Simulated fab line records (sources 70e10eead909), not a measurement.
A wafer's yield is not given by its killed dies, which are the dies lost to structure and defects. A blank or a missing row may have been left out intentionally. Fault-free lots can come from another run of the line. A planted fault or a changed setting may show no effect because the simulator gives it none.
Matching of chambers | flow nandHarc | 4 sister chambers for NHARC_P_GATE_DESCUM_93 on rieDiel-12
The step chemistry O2, time 3 s. 14 wafers are shown with their chamber, then 7 later ones without.

WAFERS, EACH WITH ITS CHAMBER
wafer  | chamber | showerheadPlenumPTorr (Torr) | drypumpMotorCurrentA (A) | oesProductAu (a.u.)
L971.2 | 3       | 2.02                         | 6.21                     | 1.003
L971.5 | 0       | 1.94                         | 6.10                     | 1.009
L971.6 | 1       | 1.82                         | 5.80                     | 1.011
L970.2 | 2       | 1.91                         | 5.57                     | 0.987
L970.3 | 1       | 1.82                         | 5.79                     | 0.999
L970.4 | 0       | 1.94                         | 6.10                     | 1.011
L974.2 | 2       | 1.91                         | 5.57                     | 0.999
L974.3 | 1       | 1.81                         | 5.80                     | 1.002
L974.4 | 3       | 2.02                         | 6.21                     | 1.008
L976.2 | 2       | 1.91                         | 5.58                     | 0.990
L976.3 | 1       | 1.81                         | 5.79                     | 0.997
L976.6 | 0       | 1.94                         | 6.13                     | 1.005
L977.1 | 0       | 1.94                         | 6.12                     | 0.996
L977.3 | 3       | 2.02                         | 6.21                     | 1.001

SIGNATURES (averages over the wafers above)
reading               | chamber 0 | chamber 1 | chamber 2 | chamber 3 | scatter within a chamber
showerheadPlenumPTorr | 1.9400    | 1.8150    | 1.9100    | 2.0200    | 0.00316
drypumpMotorCurrentA  | 6.1125    | 5.7950    | 5.5733    | 6.2100    | 0.00917
oesProductAu          | 1.00525   | 1.00225   | 0.99200   | 1.00400   | 0.00593
Rule: distance of a wafer from a chamber = root of the sum over the readings of ((wafer's reading minus chamber's mean) / reading's scatter) squared. The wafer belongs to the nearest chamber; if the next one is less than 2 further off, it can't be placed. The scatter is the square root of a quotient: the sum, over the shown wafers, of each reading's squared deviation from its chamber's mean, divided by wafers minus chambers.

WAFERS WITH NO CHAMBER GIVEN
wafer  | showerheadPlenumPTorr (Torr) | drypumpMotorCurrentA (A) | oesProductAu (a.u.)
L977.5 | 1.94                         | 6.12                     | 1.011
L978.1 | 1.94                         | 6.11                     | 1.008
L978.4 | 1.91                         | 5.58                     | 0.999
L978.5 | 1.81                         | 5.81                     | 1.000
L982.1 | 1.81                         | 5.78                     | 0.995
L982.2 | 2.01                         | 6.21                     | 1.001
L982.6 | 2.01                         | 6.21                     | 1.008

EACH ONE'S CHAMBER
wafer  | from the rows above | in truth
L977.5 | 0                   | 0
L978.1 | 0                   | 0
L978.4 | 2                   | 2
L978.5 | 1                   | 1
L982.1 | 1                   | 1
L982.2 | 3                   | 3
L982.6 | 3                   | 3
Correct placement for 7 of the 7. Not placeable from these rows: 0. 0 placed wrongly.
